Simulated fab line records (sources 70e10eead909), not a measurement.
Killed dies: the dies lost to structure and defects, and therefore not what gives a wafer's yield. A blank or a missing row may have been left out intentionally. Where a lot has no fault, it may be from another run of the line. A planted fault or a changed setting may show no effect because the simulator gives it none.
Check for tools in common || flow nand harc || 13 lots, 39 wafers sampled

## WHAT PROMPTED THE OPENING
On 1 of the 13 lots, a flag is raised at NHARC_P_GATE_CD_MEAS_91 on the reading cd nm. Wafers without a fault read 2000.3 nm, standard deviation 2.1.
Rule: a lot is flagged when every wafer of it that has a number lies more than 4 standard deviations from that mean, or none has a number. The rest of the lots are taken to be sound.

{"lot": "L518", "measured": "day 5 15:55", "on": "cd sem-03", "cd nm (nm), wafer by wafer": "2000.2 2002.6 2003.5", "flag": ""}
{"lot": "L519", "measured": "day 6 02:11", "on": "cd sem-03", "cd nm (nm), wafer by wafer": "2003.8 2000.8 2001.6", "flag": ""}
{"lot": "L521", "measured": "day 6 16:43", "on": "cd sem-02", "cd nm (nm), wafer by wafer": "1998.7 1999.5 2000.0", "flag": ""}
{"lot": "L522", "measured": "day 7 11:06", "on": "cd sem-01", "cd nm (nm), wafer by wafer": "2000.2 2002.7 2002.1", "flag": ""}
{"lot": "L523", "measured": "day 7 16:47", "on": "cd sem-03", "cd nm (nm), wafer by wafer": "2002.9 1999.5 1997.4", "flag": ""}
{"lot": "L524", "measured": "day 8 04:04", "on": "cd sem-01", "cd nm (nm), wafer by wafer": "2001.6 2000.8 1998.7", "flag": ""}
{"lot": "L525", "measured": "day 8 08:58", "on": "cd sem-01", "cd nm (nm), wafer by wafer": "1998.6 1999.9 1999.7", "flag": ""}
{"lot": "L528", "measured": "day 9 23:54", "on": "cd sem-02", "cd nm (nm), wafer by wafer": "1998.0 2001.3 1999.2", "flag": ""}
{"lot": "L530", "measured": "day 10 17:25", "on": "cd sem-01", "cd nm (nm), wafer by wafer": "1996.8 1999.4 1999.1", "flag": ""}
{"lot": "L532", "measured": "day 11 20:30", "on": "cd sem-03", "cd nm (nm), wafer by wafer": "2068.8 2065.4 2066.9", "flag": "FLAGGED"}
{"lot": "L535", "measured": "day 12 22:02", "on": "cd sem-02", "cd nm (nm), wafer by wafer": "1998.3 1999.7 1998.9", "flag": ""}
{"lot": "L536", "measured": "day 12 23:58", "on": "cd sem-03", "cd nm (nm), wafer by wafer": "1998.1 2000.5 2002.4", "flag": ""}
{"lot": "L541", "measured": "day 15 12:08", "on": "cd sem-03", "cd nm (nm), wafer by wafer": "2000.6 2002.1 2003.8", "flag": ""}
The numbers of the flagged lots are 2067.0 nm on average: +66.7 nm against the usual, or +32 standard deviations.

## LOT BY LOT: THE TOOL USED
The record keeps 1 process step preceding the reading, out of 1302 steps on the route. Every cell lists first the tool, next ch and the chambers used by the sampled wafers, and last the start.
{"lot": "L518", "flag": "", "NHARC_P_GATE_EXPOSE_88": "krf scanner-04 ch 0, day 5 15:46"}
{"lot": "L519", "flag": "", "NHARC_P_GATE_EXPOSE_88": "krf scanner-04 ch 0, day 6 02:02"}
{"lot": "L521", "flag": "", "NHARC_P_GATE_EXPOSE_88": "krf scanner-01 ch 0, day 6 16:34"}
{"lot": "L522", "flag": "", "NHARC_P_GATE_EXPOSE_88": "krf scanner-03 ch 0, day 7 10:57"}
{"lot": "L523", "flag": "", "NHARC_P_GATE_EXPOSE_88": "krf scanner-03 ch 0, day 7 16:38"}
{"lot": "L524", "flag": "", "NHARC_P_GATE_EXPOSE_88": "krf scanner-01 ch 0, day 8 03:55"}
{"lot": "L525", "flag": "", "NHARC_P_GATE_EXPOSE_88": "krf scanner-01 ch 0, day 8 08:49"}
{"lot": "L528", "flag": "", "NHARC_P_GATE_EXPOSE_88": "krf scanner-01 ch 0, day 9 23:44"}
{"lot": "L530", "flag": "", "NHARC_P_GATE_EXPOSE_88": "krf scanner-04 ch 0, day 10 17:16"}
{"lot": "L532", "flag": "FLAGGED", "NHARC_P_GATE_EXPOSE_88": "krf scanner-04 ch 0, day 11 20:21"}
{"lot": "L535", "flag": "", "NHARC_P_GATE_EXPOSE_88": "krf scanner-03 ch 0, day 12 21:52"}
{"lot": "L536", "flag": "", "NHARC_P_GATE_EXPOSE_88": "krf scanner-01 ch 0, day 12 23:47"}
{"lot": "L541", "flag": "", "NHARC_P_GATE_EXPOSE_88": "krf scanner-04 ch 0, day 15 11:59"}
What is done by these steps:
- NHARC_P_GATE_EXPOSE_88: exposes mask P HVN, target cd 2000 nm.
- NHARC_P_GATE_CD_MEAS_91: target cd 2000 nm.

## FLAGGED AGAINST TOTAL, ONE TOOL AT A TIME (gauges that did the reading follow at the end)
{"step": "NHARC_P_GATE_EXPOSE_88", "tool": "krf scanner-01", "lots run": 5, "flagged": 0, "share of the flagged lots": "none", "sound lots run after its first flagged lot": "-"}
{"step": "NHARC_P_GATE_EXPOSE_88", "tool": "krf scanner-03", "lots run": 3, "flagged": 0, "share of the flagged lots": "none", "sound lots run after its first flagged lot": "-"}
{"step": "NHARC_P_GATE_EXPOSE_88", "tool": "krf scanner-04", "lots run": 5, "flagged": 1, "share of the flagged lots": "all", "sound lots run after its first flagged lot": "1 (L541)"}
{"step": "NHARC_P_GATE_CD_MEAS_91", "tool": "cd sem-01", "lots run": 4, "flagged": 0, "share of the flagged lots": "none", "sound lots run after its first flagged lot": "-"}
{"step": "NHARC_P_GATE_CD_MEAS_91", "tool": "cd sem-02", "lots run": 3, "flagged": 0, "share of the flagged lots": "none", "sound lots run after its first flagged lot": "-"}
{"step": "NHARC_P_GATE_CD_MEAS_91", "tool": "cd sem-03", "lots run": 6, "flagged": 1, "share of the flagged lots": "all", "sound lots run after its first flagged lot": "2 (L536,L541)"}

## WHAT THE TABLE ALLOWS
In 2 table rows, all flagged lots were run: krf scanner-04 (NHARC_P_GATE_EXPOSE_88), cd sem-03 (NHARC_P_GATE_CD_MEAS_91).
- krf scanner-04 at NHARC_P_GATE_EXPOSE_88 ran 5 lots, 1 of them flagged. Lots that were sound ran on it after the first flagged one (L541); a persistent fault on the entire tool would not allow that.
- cd sem-03 at NHARC_P_GATE_CD_MEAS_91 ran 6 lots, 1 of them flagged. Lots that were sound ran on it after the first flagged one (L536, L541); a persistent fault on the entire tool would not allow that.
None of the table's rows ran every flagged lot and, after the first, no sound lot.

## WHAT WAS PUT IN BY THE SIMULATOR
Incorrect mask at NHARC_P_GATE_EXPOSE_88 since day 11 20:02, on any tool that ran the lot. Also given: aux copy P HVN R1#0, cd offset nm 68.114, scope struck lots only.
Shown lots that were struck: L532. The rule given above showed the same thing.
